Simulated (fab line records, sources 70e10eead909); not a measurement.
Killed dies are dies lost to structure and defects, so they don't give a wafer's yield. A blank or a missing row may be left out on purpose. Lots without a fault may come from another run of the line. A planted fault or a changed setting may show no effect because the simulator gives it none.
fab line records | flow nand_harc
record lots=12 wafers=36 last_day=33
route steps=1302 shown P_M1@306 P_M2@329 END@1302
lots that met no fault: from a run of the same line without faults
start_h: hours from the record's first day to the start of the lot's first wafer shown | wait_h: hours since the lot's step before | " the same as in the row above | L1.1+2: a row that stands for several wafers | - no value, or no start given | * or withheld: withheld | < > ~ a bound
route shown NAME@n: a module of which the file shows steps, and the number in the route of the first | usual: mean/standard deviation of fault-free wafers | same: alike in all rows | chamber/n: place in a boat | sites: the reading at each site | _std_site: their standard deviation | _edge_site: outer sites' mean less inner sites' | radius_mm: how far each site lies from the wafer's centre | mask NAME#n: copy n | behind: the tool/chamber that last shaped the wafer | hold: why the lot was held/for how many hours/how that ended | device: the transistor (n, p or np) that didn't switch | end of line: the same wafers' tests at the end of the route | a step without rows: its recipe alone | killed: dies lost to structure and defects at the first sort, not the wafer's yield | map: a wafer's dies, x killed, . not, _ none there
set.NAME: the setting as run; set.NAME@STEP: as run at that earlier step | model.NAME: the simulator's own value behind a step, which no gauge read
steps of the route over a sample of lots; a table a step, a row a wafer
services: from which hour (start_h, from the record's first day; less than 0 if before it) a tool's chamber was out of use, for how many hours, and why
## steps
# step NHARC_P_M1_PRE_CLEAN_30
# recipe time_s=30 temp_c=280 gas=H2/He
# usual heater_power_w=409/43
# columns lot.wafer tool chamber start_h wait_h heater_power_w
L461.4 pvd_sputter-03 - - - 353
L461.1 " - " " 344
L461.2 " - " " 430
L462.3 pvd_sputter-03 - - - 425
L462.4 " - " " 346
L462.5 " - " " 443
L463.1 pvd_sputter-01 - - - 362
L463.3 " - " " 384
L463.5 " - " " 442
L464.4 pvd_sputter-02 - 176.11 0.1 403
L464.1 " - " " 477
L464.5 " - " " 420
L470.3 pvd_sputter-03 - - - 339
L470.6 " - " " 432
L470.5 " - " " 346
L474.3 pvd_sputter-01 - - - 391
L474.5 " - " " 453
L474.6 " - " " 470
L476.1 pvd_sputter-01 - - - 378
L476.2 " - " " 465
L476.6 " - " " 387
L477.4 pvd_sputter-02 - - - 409
L477.1 " - " " 420
L477.6 " - " " 425
L478.1 pvd_sputter-01 - - - 455
L478.2 " - " " 363
L478.6 " - " " 456
L479.1 pvd_sputter-01 - - - 377
L479.2 " - " " 388
L479.6 " - " " 371
L480.3 pvd_sputter-01 - - - 388
L480.6 " - " " 465
L480.5 " - " " 372
L482.4 pvd_sputter-01 - - - 372
L482.3 " - " " 459
L482.6 " - " " 389
# step NHARC_P_M2_OVL_MEAS_10
# recipe pitch_nm=340
# usual overlay_x_nm=-0.2/0.8 overlay_y_nm=-0.2/0.8
# columns lot.wafer tool chamber start_h wait_h overlay_x_nm overlay_y_nm
L461.1 overlay-02 - 153.86 - 1.1 -1.3
L461.2 " - " " 1.1 -2.0
L461.4 " - " " 1.3 -1.4
L462.3 overlay-01 - 155.21 - 0.3 -0.3
L462.4 " - " " 0.2 0.2
L462.5 " - " " 0.5 0.4
L463.1 overlay-02 - 166.94 - 0.1 0.4
L463.3 " - " " 0.3 0.2
L463.5 " - " " -0.6 0.4
L464.1 overlay-02 - 179.26 - -1.3 -0.4
L464.4 " - " " -1.7 -0.4
L464.5 " - " " -1.0 -0.7
L470.3 overlay-02 - 240.47 - -0.6 0.0
L470.5 " - " " -0.4 0.0
L470.6 " - " " -0.8 -0.1
L474.3 overlay-01 - 274.48 - 0.6 -0.7
L474.5 " - " " 0.0 -1.0
L474.6 " - " " 0.1 -0.7
L476.1 overlay-01 - 292.99 - -1.2 -0.4
L476.2 " - " " -0.9 -0.5
L476.6 " - " " -1.0 -0.4
L477.1 overlay-02 - 310.70 - 0.9 -1.8
L477.4 " - " " 0.6 -1.0
L477.6 " - " " 1.0 -1.3
L478.1 overlay-02 - 317.62 - 1.1 -1.5
L478.2 " - " " 1.0 -1.5
L478.6 " - " " 0.8 -1.5
L479.1 overlay-01 - 328.77 - -1.5 -0.2
L479.2 " - " " -1.4 -0.7
L479.6 " - " " -1.1 -0.6
L480.3 overlay-02 - 335.60 - -1.4 0.4
L480.5 " - " " -0.7 0.9
L480.6 " - " " -1.3 0.5
L482.3 overlay-02 - 355.44 - 0.4 1.2
L482.4 " - " " 0.5 0.7
L482.6 " - " " 0.2 0.6
# step NHARC_P_M2_ETCH_35
# recipe target_depth_a=400 overetch_a=120 time_s=43.94 ion_energy_ev=200 n2_flow_sccm=150 h2_flow_sccm=150 ar_flow_sccm=0 rf_w=400 bias_w=150 chemistry=N2/H2
# usual drypump_motor_current_A=5.8/0.33 oes_product_au=0.997/0.016 rf_fwd_power_W=395.5/1.9 rf_vpp_V=431.3/1.8 run_length_s=65.4/0.4 showerhead_plenum_p_Torr=2.07/0.058 throttle_valve_pct=14.171/0.0087
# columns lot.wafer tool chamber start_h wait_h drypump_motor_current_A oes_product_au rf_fwd_power_W rf_hours_counter_h rf_vpp_V run_length_s showerhead_plenum_p_Torr throttle_valve_pct
L461.1 rie_diel-03 2 154.04 0.1 6.0 0.985 392.2 3.0 430.7 65.5 2.09 14.185
L461.2 " 3 " " 5.6 0.999 396.4 3.2 433.1 65.7 2.12 14.192
L461.4 " 1 " " 5.3 1.016 394.5 1.0 431.4 65.5 2.06 14.183
L462.3 rie_diel-07 1 155.39 0.1 6.0 1.007 395.5 1.4 433.7 64.2 2.17 14.174
L462.4 " 3 " " 6.1 0.985 395.0 0.9 426.2 65.5 1.90 14.174
L462.5 " 1 " " 6.0 1.010 396.0 - 433.7 64.6 2.17 14.165
L463.1 rie_diel-03 3 167.12 0.1 5.6 0.992 393.3 3.6 432.3 65.3 2.12 14.186
L463.3 " 2 " " 6.1 0.993 393.3 3.4 431.8 65.6 2.09 14.159
L463.5 " 3 " " 5.6 0.999 394.5 - 432.3 65.8 2.12 14.165
L464.4 rie_diel-07 3 179.45 0.1 6.1 0.997 394.8 2.7 427.0 65.1 1.90 14.158
L464.1 " 0 " " 5.6 1.007 396.9 2.2 433.6 65.3 2.11 14.181
L464.5 " 3 " " 6.1 0.993 395.0 - 427.1 65.2 1.90 14.157
L470.3 rie_diel-03 2 240.66 0.1 6.0 1.000 - 8.4 433.5 55.2 2.09 14.166
L470.6 " 1 " " 5.3 1.021 - - 430.5 55.1 2.06 14.197
L470.5 " 2 " " 6.1 0.993 395.3 - 432.1 65.7 2.09 14.191
L474.3 rie_diel-07 1 274.68 0.1 6.0 1.024 393.3 6.8 433.8 64.6 2.17 14.159
L474.5 " 2 " " 6.2 0.980 396.2 - 431.8 65.6 2.06 14.185
L474.6 " 3 " " 6.1 0.990 395.0 - 426.3 65.7 1.89 14.176
L476.1 rie_diel-03 0 293.18 0.1 5.6 1.009 398.8 0.1 430.3 65.5 2.03 14.182
L476.2 " 2 " " 6.0 0.995 394.6 0.1 432.0 65.7 2.09 14.171
L476.6 " 3 " " 5.5 0.985 396.3 - 433.1 65.6 2.12 14.168
L477.1 rie_diel-04 3 310.88 0.1 5.4 1.010 391.5 10.3 430.2 64.5 2.04 14.163
L477.4 " 1 " " 6.2 0.986 395.4 10.3 431.9 65.8 2.05 14.165
L477.6 " 0 " " 5.8 0.959 397.8 - 431.2 65.4 2.09 14.169
L478.1 rie_diel-03 1 317.81 0.1 5.2 1.015 398.9 0.6 430.2 65.7 2.06 14.181
L478.2 " 0 " " 5.6 1.002 395.9 1.7 430.4 65.5 2.03 14.168
L478.6 " 1 " " 5.3 1.022 397.1 - 431.1 65.3 2.06 14.170
L479.2 rie_diel-03 1 328.96 0.1 5.3 1.016 397.4 1.8 432.3 65.1 2.06 14.183
L479.1 " 2 " " 6.1 0.986 393.5 2.7 432.4 66.0 2.09 14.171
L479.6 " 3 " " 5.6 0.967 396.9 - 433.0 66.0 2.12 14.162
L480.3 rie_diel-03 1 335.80 0.1 5.3 1.019 398.4 1.9 431.0 65.1 2.06 14.176
L480.6 " 2 " " 6.1 0.998 392.9 - 431.7 66.0 2.09 14.169
L480.5 " 3 " " 5.6 0.974 393.5 - 433.4 65.7 2.12 14.179
L482.3 rie_diel-03 1 355.62 0.1 5.3 1.006 398.4 2.6 431.1 65.2 2.06 14.184
L482.4 " 0 " " 5.6 1.005 396.8 3.9 428.9 65.1 2.02 14.175
L482.6 " 1 " " 5.3 1.022 395.9 - 430.6 65.8 2.06 14.162
# step NHARC_P_M2_THK_MEAS_24
# recipe thk_meas_gauge=xrf
# usual thk_nm=144.4/1.4
# columns lot.wafer tool chamber start_h wait_h thk_nm
L461.1 film_metro-02 - 156.37 - 143.2
L461.2 " - " " 147.1
L461.4 " - " " 144.2
L462.3 film_metro-01 - 157.73 - 145.2
L462.4 " - " " 142.8
L462.5 " - " " 142.5
L463.1 film_metro-01 - 169.47 - 143.8
L463.3 " - " " 145.4
L463.5 " - " " 144.0
L464.1 film_metro-01 - 181.77 - 143.5
L464.4 " - " " 145.3
L464.5 " - " " 144.4
L470.3 film_metro-02 - 242.98 - 141.6
L470.5 " - " " 146.7
L470.6 " - " " 145.9
L474.3 film_metro-02 - 276.99 - 143.9
L474.5 " - " " 146.8
L474.6 " - " " 146.9
L476.1 film_metro-01 - 295.51 - 146.5
L476.2 " - " " 143.4
L476.6 " - " " 143.6
L477.1 film_metro-01 - 313.22 - 144.3
L477.4 " - " " 145.0
L477.6 " - " " 144.7
L478.1 film_metro-01 - 320.16 - 145.9
L478.2 " - " " 146.2
L478.6 " - " " 141.9
L479.1 film_metro-01 - 331.32 - 145.5
L479.2 " - " " 144.0
L479.6 " - " " 145.0
L480.3 film_metro-02 - 338.30 - 144.4
L480.5 " - " " 146.6
L480.6 " - " " 147.1
L482.3 film_metro-02 - 357.95 - 145.8
L482.4 " - " " 142.4
L482.6 " - " " 145.4
# step NHARC_END_SORT_01
# recipe temp_c=25
# usual defect_limited_yield=91.3/3 killed_at_array=54/20 killed_at_other=0.7/0.94 killed_at_periphery=3.8/2.7 killed_dies=59/20 killed_open=3.5/1.9 killed_short=2.5/1.6
# same gross_dies=677
# columns lot.wafer tool chamber start_h wait_h defect_limited_yield[%] killed_at_array killed_at_other killed_at_periphery killed_dies killed_open killed_short
L463.1 prober-01 0 594.71 2.5 93.8 36 0 6 42 4 4
L463.3 prober-01 0 596.31 3.1 90.4 58 0 7 65 3 4
L463.5 prober-01 0 597.90 3.7 90.8 55 0 7 62 1 3
L464.1 prober-02 0 598.71 2.5 89.8 64 0 5 69 3 2
L464.4 prober-02 0 601.09 3.4 87.6 79 1 4 84 6 5
L464.5 prober-02 0 601.88 3.7 87.3 79 1 6 86 3 1
L470.3 prober-01 0 675.57 3.1 92.5 40 1 10 51 4 2
L470.5 prober-01 0 677.18 3.7 91.9 38 5 12 55 6 4
L470.6 prober-01 0 677.98 4.0 91.7 44 1 11 56 5 0
L476.1 prober-01 0 745.79 2.6 87.6 80 2 2 84 1 3
L476.2 prober-01 0 746.60 2.9 89.4 69 1 2 72 4 3
L476.6 prober-01 0 749.82 4.0 89.5 69 0 2 71 3 4
# killed by level:class
L463.1 A_CHANNEL_HOLE_D2:chamber_film_flake=14 A_CHANNEL_HOLE_D1:chamber_film_flake=9 P_CONTACT:chamber_film_flake=3 A_SLIT:chamber_film_flake=3 A_CHANNEL_FILL_D2:geometric_particle:short=2 A_CHANNEL_FILL_D1:chamber_film_flake=2 P_CONTACT:geometric_particle:open=1 P_M1:geometric_particle:open=1
L463.3 A_CHANNEL_HOLE_D2:chamber_film_flake=25 A_CHANNEL_HOLE_D1:chamber_film_flake=22 A_CHANNEL_FILL_D1:chamber_film_flake=3 A_CONTACT:chamber_film_flake=3 P_M0:geometric_particle:short=2 P_M2:geometric_particle:open=2 A_SLIT:chamber_film_flake=2 A_WL_FILL:geometric_particle:short=1
L463.5 A_CHANNEL_HOLE_D1:chamber_film_flake=29 A_CHANNEL_HOLE_D2:chamber_film_flake=18 P_ZERO_WELL:chamber_film_flake=3 A_CONTACT:chamber_film_flake=3 P_CONTACT:chamber_film_flake=2 A_CHANNEL_FILL_D1:chamber_film_flake=2 P_GATE:geometric_particle:short=1 P_CONTACT:geometric_particle:short=1
L464.1 A_SLIT:chamber_film_flake=23 A_CHANNEL_HOLE_D1:chamber_film_flake=21 A_CHANNEL_HOLE_D2:chamber_film_flake=8 P_M1:chamber_film_flake=5 A_CONTACT:chamber_film_flake=3 A_STAIRCASE:chamber_film_flake=2 A_WL_FILL:chamber_film_flake=2 A_DECK1_JOINT:geometric_particle:short=1
L464.4 A_CHANNEL_HOLE_D1:chamber_film_flake=31 A_SLIT:chamber_film_flake=23 A_CHANNEL_HOLE_D2:chamber_film_flake=7 A_STAIRCASE:chamber_film_flake=4 A_CONTACT:chamber_film_flake=4 A_ONON_D2:geometric_particle:open=2 P_M1:chamber_film_flake=2 P_M0:geometric_particle:short=1
L464.5 A_CHANNEL_HOLE_D1:chamber_film_flake=38 A_SLIT:chamber_film_flake=29 A_CHANNEL_HOLE_D2:chamber_film_flake=5 P_M1:chamber_film_flake=4 A_CONTACT:chamber_film_flake=3 P_M2:geometric_particle:open=1 A_DECK1_JOINT:geometric_particle:open=1 A_WL_FILL:geometric_particle:open=1
L470.3 A_CHANNEL_HOLE_D2:chamber_film_flake=13 A_CHANNEL_HOLE_D1:chamber_film_flake=8 P_CONTACT:chamber_film_flake=6 A_STAIRCASE:chamber_film_flake=6 A_SLIT:chamber_film_flake=6 P_GATE:chamber_film_flake=2 P_CONTACT:geometric_particle:open=1 A_ONON_D1:geometric_particle:short=1
L470.5 A_CHANNEL_HOLE_D2:chamber_film_flake=14 P_GATE:chamber_film_flake=6 P_CONTACT:chamber_film_flake=5 THIN_TSV:chamber_film_flake=5 A_CHANNEL_HOLE_D1:chamber_film_flake=4 A_WL_FILL:chamber_film_flake=4 A_WL_FILL:geometric_particle:short=2 A_BLC:geometric_particle:open=2
L470.6 A_CHANNEL_HOLE_D2:chamber_film_flake=19 A_CHANNEL_HOLE_D1:chamber_film_flake=9 P_CONTACT:chamber_film_flake=7 A_STAIRCASE:chamber_film_flake=4 A_CHANNEL_HOLE_D2:geometric_particle:open=2 P_GATE:chamber_film_flake=2 A_CHANNEL_FILL_D2:chamber_film_flake=2 A_WL_FILL:chamber_film_flake=2
L476.1 A_CHANNEL_HOLE_D1:chamber_film_flake=38 A_SLIT:chamber_film_flake=32 A_CONTACT:chamber_film_flake=4 P_M2:chamber_film_flake=2 THIN_TSV:chamber_film_flake=2 A_ONON_D1:geometric_particle:short=1 A_CHANNEL_FILL_D1:geometric_particle:short=1 A_ONON_D2:geometric_particle:open=1
L476.2 A_SLIT:chamber_film_flake=31 A_CHANNEL_HOLE_D1:chamber_film_flake=21 A_CONTACT:chamber_film_flake=8 A_STAIRCASE:chamber_film_flake=3 P_GATE:geometric_particle:open=1 A_SOURCE_PLATE:geometric_particle:open=1 A_CHANNEL_FILL_D1:geometric_particle:open=1 A_CHANNEL_FILL_D1:geometric_particle:short=1
L476.6 A_SLIT:chamber_film_flake=33 A_CHANNEL_HOLE_D1:chamber_film_flake=25 A_CONTACT:chamber_film_flake=3 A_CHANNEL_HOLE_D1:geometric_particle:short=2 A_STAIRCASE:chamber_film_flake=2 P_GATE:geometric_particle:short=1 P_M0:geometric_particle:open=1 A_ONON_D1:geometric_particle:open=1
## services
# columns tool chamber start_h hours kind
rie_diel-03 0 133.34 5.6 repair
rie_diel-03 1 137.80 - clean
rie_diel-03 2 137.80 - clean
rie_diel-03 3 137.80 - clean
rie_diel-04 3 152.06 3.6 repair
rie_diel-03 0 162.30 - clean
rie_diel-07 0 169.16 5.7 repair
pvd_sputter-03 - 170.00 10.0 pm
rie_diel-04 - 178.47 9.0 pm
rie_diel-07 0 193.09 6.3 repair
rie_diel-04 1 203.54 13.0 repair
rie_diel-03 0 206.54 19.9 repair
pvd_sputter-01 - 226.56 10.0 pm
rie_diel-04 2 235.21 8.3 repair
rie_diel-07 - 243.73 0.5 repair
rie_diel-03 - 248.48 32.9 repair
pvd_sputter-02 - 282.02 10.0 pm
rie_diel-07 - 294.20 9.0 pm
rie_diel-03 1 295.59 5.3 repair
rie_diel-07 2 313.34 3.3 repair
rie_diel-07 2 331.40 8.3 repair
pvd_sputter-03 - 348.00 10.0 pm
rie_diel-04 0 353.77 15.4 repair
rie_diel-04 - 355.47 9.0 pm
## key
first_sign step=NHARC_P_M2_ETCH_35 reading=run_length_s direction=down sigmas=26 usual=* struck=*
effect none on later readings
met_at NHARC_P_M2_ETCH_35
struck_lots L470
struck_wafers L470.3,L470.6
not_acting_at NHARC_P_M1_PRE_CLEAN_30,NHARC_P_M2_OVL_MEAS_10,NHARC_P_M2_THK_MEAS_24
onset_between 167.12 240.66
fault kind=process_parameter_drift tool=rie_diel-03 chamber=- onset_h=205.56 steps=NHARC_P_M2_ETCH_35 channel=time_s offset=* shape=step end_h=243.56 scope=struck_wafers_only acts_in=* stated=*
